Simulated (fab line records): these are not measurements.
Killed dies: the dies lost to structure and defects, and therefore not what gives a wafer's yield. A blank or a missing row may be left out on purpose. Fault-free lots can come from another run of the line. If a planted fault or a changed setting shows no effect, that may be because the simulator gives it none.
fab line records + flow nand-harc + part 2 of 2: steps 35 to 35 of 35
[record]
- lots = 6
- wafers = 18
- last-day = 33
route steps=1302 shown A_CHANNEL_HOLE_D2@577 A_CHANNEL_FILL_D2@610 END@1302
lots untouched by any fault: they come from a run of this same line in which no faults occurred
start-h: hours from the record's opening day to when the first of the lot's shown wafers began + wait-h: time in hours since the lot's previous step + " unchanged from the row above + L1.1+2: several wafers, shown together as one row + - either no value or no given start + * or withheld: withheld + < > ~ a bound
route shown NAME@n: names a module that has steps shown in the file, with the first one's number in the route + usual: mean/standard deviation taken from wafers without a fault + same: alike in all rows + chamber/n: place in a boat + sites: readings site by site + _std_site: the values' standard deviation + _edge_site: inner sites' mean taken away from outer sites' mean + radius-mm: how far each site lies from the wafer's centre + mask NAME#n: copy n + behind: the last tool/chamber to shape the wafer + hold: cause of the lot's hold/its duration in hours/its outcome + device: which transistor (n, p or np) failed to switch + end of line: tests of these same wafers at the route's end + step lacking rows: just its recipe + killed: dies that structure and defects cost at the first sort, which is not the same as the wafer's yield + map: the dies of a wafer, with x for killed, . for not killed, _ for no die there
set.NAME: the setting the step ran with; set.NAME@STEP: the setting that earlier step ran with + model.NAME: the simulator's own value behind a step, which no gauge read
lots at some steps of the route; a table a step, a row a wafer
services: a tool's chamber out of use, with start hour (start-h, from the record's first day; less than 0 if before it), hours out, and reason
[[steps]]
[step NHARC_END_SORT_01]
[recipe]
- temp-c = 25
[usual]
- killed-at-array = 64/18
- killed-at-other = 0.8/1.1
- killed-at-periphery = 3.8/2.7
- killed-dies = 68/18
- killed-open = 3.3/1.9
- killed-short = 2.3/1.8
[same]
- gross-dies = 677
| lot.wafer | tool      | chamber | start-h | wait-h | killed-at-array | killed-at-other | killed-at-periphery | killed-dies | killed-open | killed-short |
|-----------|-----------|---------|---------|--------|-----------------|-----------------|---------------------|-------------|-------------|--------------|
| L503.1    | prober-01 | 0       | 662.61  | 2.5    | 180             | 1               | 4                   | 185         | 1           | 7            |
| L503.5    | prober-01 | 0       | 665.82  | 3.7    | 152             | 0               | 7                   | 159         | 4           | 1            |
| L503.6    | prober-01 | 0       | 666.62  | 4.0    | 179             | 0               | 6                   | 185         | 2           | 2            |
| L507.2    | prober-01 | 0       | 694.79  | 2.8    | 125             | 0               | 2                   | 127         | 4           | 2            |
| L507.3    | prober-01 | 0       | 695.59  | 3.1    | 101             | 0               | 2                   | 103         | 3           | 2            |
| L507.5    | prober-01 | 0       | 697.20  | 3.7    | 130             | 0               | 7                   | 137         | 3           | 2            |
| L511.4    | prober-02 | 0       | 738.36  | 3.4    | 65              | 1               | 1                   | 67          | 3           | 2            |
| L511.5    | prober-02 | 0       | 739.15  | 3.7    | 65              | 0               | 1                   | 66          | 5           | 1            |
| L511.6    | prober-02 | 0       | 739.95  | 4.0    | 60              | 0               | 2                   | 62          | 1           | 3            |
| L512.2    | prober-01 | 0       | 753.85  | 2.8    | 75              | 1               | 1                   | 77          | 7           | 9            |
| L512.3    | prober-01 | 0       | 754.65  | 3.1    | 66              | 1               | 1                   | 68          | 2           | 2            |
| L512.6    | prober-01 | 0       | 757.03  | 4.0    | 71              | 5               | 2                   | 78          | 5           | 4            |
| L514.1    | prober-02 | 0       | 770.73  | 2.5    | 60              | 3               | 6                   | 69          | 7           | 1            |
| L514.4    | prober-02 | 0       | 773.11  | 3.4    | 59              | 2               | 6                   | 67          | 3           | 6            |
| L514.6    | prober-02 | 0       | 774.70  | 4.0    | 57              | 2               | 3                   | 62          | 1           | 4            |
| L513.1    | prober-01 | 0       | 779.01  | 2.5    | 51              | 0               | 8                   | 59          | 3           | 2            |
| L513.5    | prober-01 | 0       | 782.22  | 3.7    | 58              | 2               | 5                   | 65          | 9           | 1            |
| L513.6    | prober-01 | 0       | 783.02  | 4.0    | 61              | 2               | 6                   | 69          | 5           | 0            |
// killed by level:class
L503.1 A_CHANNEL_HOLE_D2:unspecified=100 A_SLIT:chamber-film-flake=36 A_CHANNEL_HOLE_D1:chamber-film-flake=30 P_ZERO_WELL:chamber-film-flake=3 A_ZERO_WELL:chamber-film-flake=3 P_M1:geometric-particle:short=1 A_ONON_D1:geometric-particle:short=1 A_CHANNEL_FILL_D1:geometric-particle:short=1
L503.5 A_CHANNEL_HOLE_D2:unspecified=74 A_SLIT:chamber-film-flake=39 A_CHANNEL_HOLE_D1:chamber-film-flake=28 P_ZERO_WELL:chamber-film-flake=4 A_ZERO_WELL:chamber-film-flake=3 A_CONTACT:chamber-film-flake=2 P_M0:geometric-particle:short=1 A_ONON_D1:geometric-particle:open=1
L503.6 A_CHANNEL_HOLE_D2:unspecified=105 A_CHANNEL_HOLE_D1:chamber-film-flake=36 A_SLIT:chamber-film-flake=27 A_CONTACT:chamber-film-flake=3 P_ZERO_WELL:chamber-film-flake=2 P_GATE:chamber-film-flake=2 A_STAIRCASE:chamber-film-flake=2 P_GATE:geometric-particle:open=1
L507.2 A_CHANNEL_HOLE_D2:unspecified=74 A_SLIT:chamber-film-flake=39 A_CHANNEL_HOLE_D1:chamber-film-flake=3 A_M0:geometric-particle:open=2 A_CONTACT:chamber-film-flake=2 A_CHANNEL_HOLE_D1:geometric-particle:short=1 A_DECK1_JOINT:geometric-particle:open=1 A_WL_FILL:geometric-particle:open=1
L507.3 A_CHANNEL_HOLE_D2:unspecified=72 A_SLIT:chamber-film-flake=20 A_CHANNEL_HOLE_D1:chamber-film-flake=3 A_ONON_D1:geometric-particle:short=1 A_WL_FILL:geometric-particle:open=1 A_DECK1_JOINT:geometric-particle:open=1 A_ONON_D2:geometric-particle:short=1 A_SGD_CUT:geometric-particle:open=1
L507.5 A_CHANNEL_HOLE_D2:unspecified=74 A_SLIT:chamber-film-flake=36 A_CHANNEL_HOLE_D1:chamber-film-flake=12 P_M1:chamber-film-flake=3 A_CONTACT:chamber-film-flake=3 P_CONTACT:chamber-film-flake=2 P_M0:geometric-particle:open=1 A_CHANNEL_HOLE_D1:geometric-particle:short=1
L511.4 A_CHANNEL_HOLE_D1:chamber-film-flake=37 A_CHANNEL_HOLE_D2:chamber-film-flake=15 A_SLIT:chamber-film-flake=3 A_CHANNEL_FILL_D1:chamber-film-flake=2 A_CONTACT:chamber-film-flake=2 A_STAIRCASE:chamber-film-flake=2 P_CONTACT:geometric-particle:open=1 A_ONON_D1:geometric-particle:open=1
L511.5 A_CHANNEL_HOLE_D1:chamber-film-flake=31 A_CHANNEL_HOLE_D2:chamber-film-flake=19 A_SLIT:chamber-film-flake=6 A_STAIRCASE:chamber-film-flake=2 P_M1:geometric-particle:open=1 A_ONON_D2:geometric-particle:short=1 A_CHANNEL_FILL_D2:geometric-particle:open=1 A_SGD_CUT:geometric-particle:open=1
L511.6 A_CHANNEL_HOLE_D1:chamber-film-flake=28 A_CHANNEL_HOLE_D2:chamber-film-flake=19 A_SLIT:chamber-film-flake=4 A_M0:chamber-film-flake=2 A_CONTACT:chamber-film-flake=2 P_GATE:geometric-particle:short=1 P_M0:geometric-particle:short=1 A_SOURCE_PLATE:geometric-particle:open=1
L512.2 A_CHANNEL_HOLE_D1:chamber-film-flake=28 A_CHANNEL_HOLE_D2:chamber-film-flake=25 A_CHANNEL_FILL_D1:geometric-particle:short=4 A_CONTACT:chamber-film-flake=4 A_SLIT:chamber-film-flake=3 A_ONON_D2:geometric-particle:open=2 P_M0:geometric-particle:open=1 A_ONON_D1:geometric-particle:short=1
L512.3 A_CHANNEL_HOLE_D1:chamber-film-flake=30 A_CHANNEL_HOLE_D2:chamber-film-flake=20 A_SLIT:chamber-film-flake=4 A_CHANNEL_FILL_D1:chamber-film-flake=2 A_STAIRCASE:chamber-film-flake=2 A_WL_FILL:chamber-film-flake=2 A_CONTACT:chamber-film-flake=2 P_CONTACT:geometric-particle:open=1
L512.6 A_CHANNEL_HOLE_D1:chamber-film-flake=27 A_CHANNEL_HOLE_D2:chamber-film-flake=24 A_CONTACT:chamber-film-flake=8 THIN_TSV:chamber-film-flake=4 A_STAIRCASE:chamber-film-flake=3 A_CHANNEL_FILL_D1:chamber-film-flake=2 P_STI:geometric-particle:short=1 P_CONTACT:geometric-particle:open=1
L514.1 A_SLIT:chamber-film-flake=32 A_CHANNEL_HOLE_D1:chamber-film-flake=12 A_CONTACT:chamber-film-flake=5 P_M2:chamber-film-flake=3 A_WL_FILL:chamber-film-flake=3 A_STAIRCASE:chamber-film-flake=2 THIN_TSV:chamber-film-flake=2 P_GATE:geometric-particle:open=1
L514.4 A_SLIT:chamber-film-flake=29 A_CHANNEL_HOLE_D1:chamber-film-flake=10 A_CHANNEL_HOLE_D2:chamber-film-flake=4 A_STAIRCASE:chamber-film-flake=3 A_CONTACT:chamber-film-flake=3 P_ZERO_WELL:chamber-film-flake=2 A_M0:chamber-film-flake=2 THIN_TSV:chamber-film-flake=2
L514.6 A_SLIT:chamber-film-flake=32 A_CHANNEL_HOLE_D1:chamber-film-flake=8 A_CONTACT:chamber-film-flake=4 A_CHANNEL_HOLE_D2:chamber-film-flake=3 A_WL_FILL:chamber-film-flake=3 A_STAIRCASE:chamber-film-flake=2 THIN_TSV:chamber-film-flake=2 P_M1:geometric-particle:open=1
L513.1 A_SLIT:chamber-film-flake=27 A_CHANNEL_HOLE_D1:chamber-film-flake=11 A_CONTACT:chamber-film-flake=6 P_GATE:chamber-film-flake=3 P_BONDPAD:chamber-film-flake=3 A_CHANNEL_HOLE_D2:chamber-film-flake=2 P_M0:geometric-particle:open=1 A_SOURCE_PLATE:geometric-particle:open=1
L513.5 A_SLIT:chamber-film-flake=28 A_CHANNEL_HOLE_D1:chamber-film-flake=11 A_CONTACT:chamber-film-flake=9 A_CHANNEL_HOLE_D2:chamber-film-flake=2 A_STAIRCASE:chamber-film-flake=2 THIN_TSV:chamber-film-flake=2 P_CONTACT:geometric-particle:open=1 P_M0:geometric-particle:open=1
L513.6 A_SLIT:chamber-film-flake=31 A_CONTACT:chamber-film-flake=12 A_CHANNEL_HOLE_D1:chamber-film-flake=10 P_BONDPAD:chamber-film-flake=3 A_CHANNEL_HOLE_D2:chamber-film-flake=3 P_STI:chamber-film-flake=2 THIN_TSV:chamber-film-flake=2 P_M0:geometric-particle:open=1
// map L503.1 (x killed, . not)
____________.____________
_________..x...._________
_______..........._______
______.............______
_____.....x........._____
____.....x.....x.....____
____................x____
___......x.........x..___
___...............xxxx___
__...............xxx.xx__
__...............xxx.xx__
_x....x.........xxx.xxx._
_..x............xxxxxxx._
_xxx..............xxx..._
_...x...............x.x._
_xxxxx.............x.x.._
.xxxxx..................x
xxx.x....................
.xxxx....................
xx.x.................x..x
.x.x...........xx....x..x
_.x.x.........xx.xxx...._
_x..........xxxxxxx....x_
_..........xxxxxxxxx.x.._
_...........xxxxxxxx...._
_........xxxxxxxxxxx...._
__.........xxxxxxxxx...__
__...x....x.xxxxxxx.x..__
___........xxxxxxxxxx.___
___........xxxxxxxxx..___
____........xxxxxxx..____
____.......xxxxxxx.x.____
_____......x.xxxxx.x_____
______.........x...______
_______.........x._______
_________......._________
____________.____________
// map L507.5 (x killed, . not)
____________.____________
_________......._________
_______..........._______
______xxx..........______
_____xxxx..........._____
____xxxxx.........x..____
____xxxxx.....x..xxxx____
___xxxxxxx........xxx.___
___xxxxxxx.......xxx.x___
__xxxxxxxx........x.xxx__
__xxxxxxxx.......xxxx..__
_xxxxxxxx.x.....xxxxx.x._
_..xxxxxxx.....x...x.xxx_
_.xxxxxx.....x...xxxx.x._
_..x.xxx...x.......xx.x._
_..xx........x.........._
...........x.x.x.........
..........x..xx..........
............x.x..........
..........x..............
...........x.x..x........
_..............x........_
_......................._
_......................._
_......................._
_..x...................._
__....................x__
__...x.................__
___...x.x.............___
___................x..___
____.................____
____.................____
_____..............._____
______.............______
_______..........._______
_________......._________
____________.____________
[[services]]
| tool        | chamber | start-h | hours | kind                          |
|-------------|---------|---------|-------|-------------------------------|
| rie-diel-06 | 0       | 365.48  | -     | clean                         |
| rie-diel-06 | 1       | 365.48  | -     | clean                         |
| rie-diel-06 | 2       | 365.48  | -     | clean                         |
| rie-diel-06 | 3       | 365.48  | -     | clean                         |
| har-etch-02 | -       | 377.39  | 17.0  | pm                            |
| har-etch-02 | 0       | 377.39  | 17.0  | vent-cycle                    |
| har-etch-02 | 1       | 377.39  | 17.0  | vent-cycle                    |
| rie-diel-06 | 0       | 389.98  | -     | clean                         |
| rie-diel-06 | 1       | 389.98  | -     | clean                         |
| rie-diel-06 | 2       | 389.98  | -     | clean                         |
| rie-diel-06 | 3       | 389.98  | -     | clean                         |
| har-etch-02 | 0       | 394.39  | -     | clean                         |
| har-etch-02 | 1       | 394.39  | -     | clean                         |
| har-etch-02 | 1       | 394.39  | -     | consumable-replace:focus-ring |
| rie-diel-13 | 0       | 409.49  | 20.5  | repair                        |
| rie-diel-06 | 0       | 414.48  | -     | clean                         |
| rie-diel-06 | 1       | 414.48  | -     | clean                         |
| rie-diel-06 | 2       | 414.48  | -     | clean                         |
| rie-diel-06 | 3       | 414.48  | -     | clean                         |
| har-etch-01 | -       | 439.13  | 15.9  | repair                        |
| rie-diel-06 | 1       | 445.90  | 3.5   | repair                        |
| rie-diel-06 | -       | 448.34  | 0.1   | repair                        |
| rie-diel-06 | -       | 484.20  | 9.0   | pm                            |
| rie-diel-13 | 2       | 489.47  | 2.0   | repair                        |
[[key]]
[first-sign]
- step = NHARC_A_CHANNEL_HOLE_D2_INSPECT_40
- reading = raw-defect-count
- direction = up
- sigmas = 9.1
- usual = 300
- struck = 1175
[effect]
- step = NHARC_END_SORT_01
- reading = killed-dies
- direction = up
- sigmas = 4.5
- usual = 68
- struck = 149
[more-kills-born-at]
- NHARC_A_CHANNEL_HOLE_D2_ETCH_16@rie-diel-06 = 499
met-at NHARC_A_CHANNEL_HOLE_D2_ETCH_16
struck-wafers L503.1,L503.5,L503.6,L507.2,L507.3,L507.5
tester-left-out L503,L507
[fault]
- kind = chamber-particle-source
- tool = rie-diel-06
- chamber = -
- onset-h = 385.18
- steps = NHARC_A_CHANNEL_HOLE_D2_ETCH_16
- rate-per-visit-cm2 = 1.5123
- end-h = 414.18
// tester-left-out: of these lots the tester's yield and bins aren't shown, on N5 and GAA mostly nor the transistor test; their killed dies are dies lost to structure and defects alone, not to doping, threshold or leakage, so they don't give the yield
